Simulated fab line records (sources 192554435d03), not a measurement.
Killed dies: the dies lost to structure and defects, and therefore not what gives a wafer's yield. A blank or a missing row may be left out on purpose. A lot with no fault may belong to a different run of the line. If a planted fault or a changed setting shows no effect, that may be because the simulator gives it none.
Matching of chambers :: flow n5 finfet :: 4 sister chambers for N5_BEOL_M1_ETCH_74 on rie diel-03
The step etches underlayer in N2/H2, target depth 6.5 nm, time 5.2 s. 16 wafers are shown with their chamber, then 8 later ones without.

EACH WAFER AND ITS CHAMBER
wafer: L074.2
chamber: 3
drypump motor current A (A): 6.7
showerhead plenum p Torr (Torr): 2.60
oes product au (a.u.): 0.85

wafer: L074.3
chamber: 1
drypump motor current A (A): 6.1
showerhead plenum p Torr (Torr): 2.65
oes product au (a.u.): 0.64

wafer: L074.6
chamber: 1
drypump motor current A (A): 6.0
showerhead plenum p Torr (Torr): 2.65
oes product au (a.u.): 0.63

wafer: L076.2
chamber: 0
drypump motor current A (A): 4.9
showerhead plenum p Torr (Torr): 2.55
oes product au (a.u.): 0.69

wafer: L076.5
chamber: 1
drypump motor current A (A): 6.1
showerhead plenum p Torr (Torr): 2.64
oes product au (a.u.): 0.63

wafer: L076.6
chamber: 0
drypump motor current A (A): 4.9
showerhead plenum p Torr (Torr): 2.55
oes product au (a.u.): 0.69

wafer: L079.3
chamber: 1
drypump motor current A (A): 6.0
showerhead plenum p Torr (Torr): 2.64
oes product au (a.u.): 0.64

wafer: L079.4
chamber: 3
drypump motor current A (A): 6.7
showerhead plenum p Torr (Torr): 2.60
oes product au (a.u.): 0.82

wafer: L079.6
chamber: 0
drypump motor current A (A): 4.9
showerhead plenum p Torr (Torr): 2.55
oes product au (a.u.): 0.68

wafer: L081.2
chamber: 0
drypump motor current A (A): 4.9
showerhead plenum p Torr (Torr): 2.54
oes product au (a.u.): 0.67

wafer: L081.4
chamber: 2
drypump motor current A (A): 5.7
showerhead plenum p Torr (Torr): 2.55
oes product au (a.u.): 0.63

wafer: L081.5
chamber: 0
drypump motor current A (A): 4.9
showerhead plenum p Torr (Torr): 2.54
oes product au (a.u.): 0.68

wafer: L083.3
chamber: 0
drypump motor current A (A): 4.9
showerhead plenum p Torr (Torr): 2.54
oes product au (a.u.): 0.66

wafer: L083.5
chamber: 1
drypump motor current A (A): 6.0
showerhead plenum p Torr (Torr): 2.64
oes product au (a.u.): 0.62

wafer: L083.6
chamber: 0
drypump motor current A (A): 4.9
showerhead plenum p Torr (Torr): 2.54
oes product au (a.u.): 0.66

wafer: L089.1
chamber: 0
drypump motor current A (A): 4.9
showerhead plenum p Torr (Torr): 2.53
oes product au (a.u.): 0.65

SIGNATURES, as means of the wafers listed above
reading: drypump motor current A
chamber 0: 4.900
chamber 1: 6.040
chamber 2: 5.700
chamber 3: 6.700
scatter within a chamber: 0.0316

reading: showerhead plenum p Torr
chamber 0: 2.5425
chamber 1: 2.6440
chamber 2: 2.5500
chamber 3: 2.6000
scatter within a chamber: 0.00626

reading: oes product au
chamber 0: 0.6725
chamber 1: 0.6320
chamber 2: 0.6300
chamber 3: 0.8350
scatter within a chamber: 0.0138
Rule: for each reading, subtract the chamber's mean from the wafer's reading, divide by that reading's scatter and square the result; add these up over the readings and take the root, which gives the wafer's distance from the chamber. If the next closest chamber is less than 2 further off than the closest, the wafer can't be placed; otherwise it belongs to the closest. The scatter: take each reading less its chamber's mean, square it, sum over the shown wafers, divide by the number of wafers less the number of chambers, and take the root.

WAFERS WITH NO CHAMBER GIVEN
wafer: L089.2
drypump motor current A (A): 6.0
showerhead plenum p Torr (Torr): 2.63
oes product au (a.u.): 0.62

wafer: L089.3
drypump motor current A (A): 6.6
showerhead plenum p Torr (Torr): 2.59
oes product au (a.u.): 0.77

wafer: L090.3
drypump motor current A (A): 6.7
showerhead plenum p Torr (Torr): 2.59
oes product au (a.u.): 0.76

wafer: L090.4
drypump motor current A (A): 5.8
showerhead plenum p Torr (Torr): 2.55
oes product au (a.u.): 0.63

wafer: L090.6
drypump motor current A (A): 6.1
showerhead plenum p Torr (Torr): 2.63
oes product au (a.u.): 0.61

wafer: L093.1
drypump motor current A (A): 6.7
showerhead plenum p Torr (Torr): 2.58
oes product au (a.u.): 0.77

wafer: L093.5
drypump motor current A (A): 6.0
showerhead plenum p Torr (Torr): 2.63
oes product au (a.u.): 0.61

wafer: L093.6
drypump motor current A (A): 5.0
showerhead plenum p Torr (Torr): 2.53
oes product au (a.u.): 0.66

CHAMBER TAKEN BY EACH
wafer: L089.2
from the rows above: 1
in truth: 1

wafer: L089.3
from the rows above: 3
in truth: 3

wafer: L090.3
from the rows above: 3
in truth: 3

wafer: L090.4
from the rows above: 2
in truth: 2

wafer: L090.6
from the rows above: 1
in truth: 1

wafer: L093.1
from the rows above: 3
in truth: 3

wafer: L093.5
from the rows above: 1
in truth: 1

wafer: L093.6
from the rows above: 0
in truth: 0
Placed correctly: 8 of 8. Can't be placed from these rows: 0. Number placed wrongly: 0.
